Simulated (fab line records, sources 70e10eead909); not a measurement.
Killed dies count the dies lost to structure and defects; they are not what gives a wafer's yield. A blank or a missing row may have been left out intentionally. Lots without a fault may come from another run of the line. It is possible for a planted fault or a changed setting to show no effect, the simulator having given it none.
Which tool was responsible?	flow nandHarc	at 1 step of a route of 1159, 24 lots with 72 wafers sampled

## WHAT THE GAUGES SHOWED, per wafer
NHARC_A_BLC_INSPECT_12.
lot	measured	on	rawDefectCount
L074	day 17 03:20	defectInspect-01	28 36 29
L077	day 17 22:31	defectInspect-02	9 9 12
L075	day 18 00:49	defectInspect-01	28 38 36
L078	day 18 17:27	defectInspect-01	17 20 22
L076	day 18 17:44	defectInspect-01	22 22 20
L079	day 18 18:14	defectInspect-01	8 7 9
L080	day 18 22:50	defectInspect-02	25 18 30
L081	day 18 23:53	defectInspect-01	47 30 41
L083	day 19 15:11	defectInspect-02	20 11 20
L082	day 19 17:31	defectInspect-01	55 57 42
L085	day 20 01:54	defectInspect-01	49 47 32
L084	day 20 02:52	defectInspect-01	14 17 20
L088	day 20 09:02	defectInspect-02	14 18 10
L086	day 20 11:59	defectInspect-01	24 23 21
L087	day 20 17:27	defectInspect-01	42 50 44
L090	day 20 18:36	defectInspect-01	35 38 42
L089	day 20 19:25	defectInspect-01	29 44 43
L091	day 21 14:05	defectInspect-01	43 54 54
L092	day 21 14:29	defectInspect-01	27 16 15
L093	day 21 16:28	defectInspect-02	26 14 13
L097	day 22 10:43	defectInspect-02	31 34 38
L095	day 22 15:20	defectInspect-01	46 51 46
L094	day 22 15:56	defectInspect-02	53 61 58
L096	day 22 18:43	defectInspect-01	14 13 20

## WHICH TOOL RAN EACH LOT (tool, then ch and the chambers of the sampled wafers, then the start)
The record holds no process step before these readings.

## AS READ BY THE TOOLS THEMSELVES (means over the sampled wafers that have a number; for cases with no such wafer, the mark the record gives instead)
The record holds no such reading with a usual standard deviation.

## THE ANSWER, worked out from the rows above alone
Rule: the usual values come from the lots themselves. The widest of any qualifying gaps counts: lots, ordered by their means at a reading, are off when they make up no more than a third of the lots, leave a main group of 4 or more, and stand apart from it by 3 or more times the standard deviation of that group's means. If all means in a main group match to the digits the tables above print for the reading, that group is not used. A lot without any number at a reading at which 4 lots or more have one is off too. Any other lot the step has rows for is counted as sound. After the gauges, taken in route order, come the tools' own readings; for these a lot's mean is taken, as printed above. At the first step where some lot is off, the reading lying furthest off is the one used; lots without a number count as furthest.
Across all readings shown, no lot is off: no conclusion can be drawn from this.

## WHAT THE SIMULATOR HAD PUT IN
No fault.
